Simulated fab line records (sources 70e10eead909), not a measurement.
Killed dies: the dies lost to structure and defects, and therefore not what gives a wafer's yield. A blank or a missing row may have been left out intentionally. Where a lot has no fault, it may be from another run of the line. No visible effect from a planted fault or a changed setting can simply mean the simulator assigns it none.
Problem report in the 8D (eight disciplines) form, filled by code | flow nand-harc | the parts of the form that need people (team, actions taken, sign-off) are left out

== 1. PROBLEM STATEMENT ==
Mean of killed-at-array at NHARC_END_SORT_01: 590 across 6 wafers in 2 lots; on wafers with no fault it is 58 (standard deviation 20). Measured from the usual mean, that is +27 standard deviations.
Seen first at day 29 02:30 on prober-01, wafer L973.2. At this step, 6 wafers from 2 lots have a number in the record. The rule behind "out" and "out of limits": a value lying over 4 standard deviations away from the usual mean. Any other wafer with a number is counted as sound.

== 2. WHAT THIS IS AND IS NOT ==
question                    | is                                                 | is not
which readings at this step | killed-at-array, defect-limited-yield, killed-dies | killed-at-other, killed-at-periphery, killed-open, killed-short
which lots                  | L973, L974                                         | -
which wafers of those lots  | all that have a number                             | -
read on which gauges        | prober-01                                          | -
when                        | from day 29 02:30                                  | up to then (0 sound wafers)

== 3. SUSPECTS, AND WHAT RULES EACH OUT ==
Counting: a tool at a process step up to the reading stays a suspect if it ran every lot that is out and no sound lot after the first of them.
- the gauge at NHARC_END_SORT_01: kept. All the wafers that are out were read on prober-01, and no step on other tools shows them out.
- ecd-cu-01 at NHARC_A_M1_ECD_22 (material Cu, target thk 400 nm): kept. It ran every lot that is out, first L973 (day 27 16:06), and no sound lot after that.
The count leaves prober-01 at NHARC_END_SORT_01 and ecd-cu-01 at NHARC_A_M1_ECD_22.

== 4. THE CAUSE (what the simulator had put in) ==
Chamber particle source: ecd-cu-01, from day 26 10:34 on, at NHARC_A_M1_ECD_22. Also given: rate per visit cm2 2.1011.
2 suspects survive the count, and this tool is in that group.

== 5. SEQUENCE OF EFFECTS, ordered by route ==
Each row: a reading where the mean over the struck wafers with a number is more than 3 standard deviations away from the usual. Only readings whose record carries a usual standard deviation are examined. hours: median over the lots of the time between each lot's start at the first step of this table that gives one and its start at this step. sigmas: the change, counted in usual standard deviations.
hours | step              | reading              | usual  | on struck wafers | change | sigmas
0     | NHARC_END_SORT_01 | defect-limited-yield | 90.7 % | 12.5             | -78.2  | -26
0     | NHARC_END_SORT_01 | killed-at-array      | 58     | 590              | +532   | +27
0     | NHARC_END_SORT_01 | killed-dies          | 63     | 592              | +529   | +26

== 6. WHAT WOULD HAVE CAUGHT IT SOONER ==
64 hours passed between the start of the fault at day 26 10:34 and the first reading out of limits at a measuring or inspecting step in this record, taken at day 29 02:30.
Lots out: 2; all had begun NHARC_A_M1_ECD_22 on ecd-cu-01 by day 29 02:30. A hold on the tool at that time would have spared none of them.
